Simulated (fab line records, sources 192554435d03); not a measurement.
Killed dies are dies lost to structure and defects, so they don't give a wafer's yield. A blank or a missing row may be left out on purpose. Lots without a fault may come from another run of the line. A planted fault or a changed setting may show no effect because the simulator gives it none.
Split-lot experiment | flow n5_finfet | 7 lots, 21 wafers read, on a route of 1938 steps

THE SPLIT
At N5_BEOL_M1_CMP_52 (polishes, stops on SiOC, t overpolish 6.8 s, target thk 40 nm), the setting down_force_psi was moved away from the recipe's 1 psi on 6 of the 21 wafers read, by -22.1% to +16.5%. The other wafers ran this setting at the recipe's value.

The reading is taken at the split's own step.

THE READING
barrier_field_endpoint_s, in s, at N5_BEOL_M1_CMP_52 (polishes, stops on SiOC, t overpolish 6.8 s, target thk 40 nm). Fault-free wafers of this fab line usually give 24.6 s, standard deviation 0.56 s.

wafer  | tool, chamber at the split | down_force_psi as run, psi | against the recipe | barrier_field_endpoint_s, s | against lot-mates on the recipe
L075.3 | cmp-03, 3                  | 1                          | recipe             | 24.2                        | -
L075.1 | cmp-03, 0                  | 1                          | recipe             | 24.4                        | -
L075.2 | cmp-03, 1                  | 1                          | recipe             | 24.8                        | -
L076.4 | cmp-02, 3                  | 1                          | recipe             | 24.2                        | -
L076.3 | cmp-02, 1                  | 0.8088                     | -19.1%             | 29.2                        | +5.2
L076.6 | cmp-02, 2                  | 1                          | recipe             | 23.9                        | -
L081.3 | cmp-02, 1                  | 0.779                      | -22.1%             | 31.8                        | +7.3
L081.1 | cmp-02, 2                  | 1                          | recipe             | 24.5                        | -
L081.2 | cmp-02, 3                  | 0.779                      | -22.1%             | 32.1                        | +7.6
L083.2 | cmp-01, 0                  | 1                          | recipe             | 25.0                        | -
L083.3 | cmp-01, 1                  | 1                          | recipe             | 25.0                        | -
L083.1 | cmp-01, 2                  | 0.8519                     | -14.8%             | 28.9                        | +3.9
L086.4 | cmp-03, 2                  | 1                          | recipe             | 24.4                        | -
L086.3 | cmp-03, 3                  | 1                          | recipe             | 25.1                        | -
L086.6 | cmp-03, 0                  | 1                          | recipe             | 24.8                        | -
L089.3 | cmp-01, 3                  | 1                          | recipe             | 23.6                        | -
L089.4 | cmp-01, 0                  | 1.165                      | +16.5%             | 20.1                        | -3.5
L089.1 | cmp-01, 1                  | 1.165                      | +16.5%             | 20.4                        | -3.2
L090.4 | cmp-03, 3                  | 1                          | recipe             | 24.8                        | -
L090.6 | cmp-03, 0                  | 1                          | recipe             | 24.4                        | -
L090.5 | cmp-03, 1                  | 1                          | recipe             | 24.9                        | -

THE FIT
A straight line over all 21 wafers: barrier_field_endpoint_s changes by -0.294 s for each +1% of down_force_psi; r = -0.98; the points scatter about the line by 0.55 s.
The same after taking each lot's own level away (the mean of its wafers on the recipe; 21 wafers): -0.278 s for each +1%; r = -0.98; scatter 0.57 s.
On that fit, the largest move of down_force_psi shifts the reading by 6.1 s.
The lots' own levels span 23.60 to 25.00 s, that is 2.5 times the standard deviation above.
So the lot-to-lot level changes the slope little: the two slopes agree.
Check: with one of the wafers moved furthest among these (-22.1%) left out of the fit, the line predicts +6.07 s for it against its lot-mates. It came out at +7.3 s against them.
Tool readings at the split's step, against how far the setting was moved: barrier_field_endpoint_s r = -0.98.

OTHER SPLITS ON THESE WAFERS
These wafers also went through other splits before the reading. Each is held against what the fit with the lots' levels taken away leaves over:
other split on the same wafers    | wafers away from the commonest value | r with barrier_field_endpoint_s (lot level and that fit taken away)
N5_BEOL_M0_CUTY_EXPOSE_54 dose_mj | 6                                    | -0.02
N5_BEOL_M0_ETCH_109 bias_w        | 8                                    | -0.25

THE FILE'S OWN FIT
barrier_field_endpoint_s changes by -0.278 s for each +1% of down_force_psi, r = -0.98.
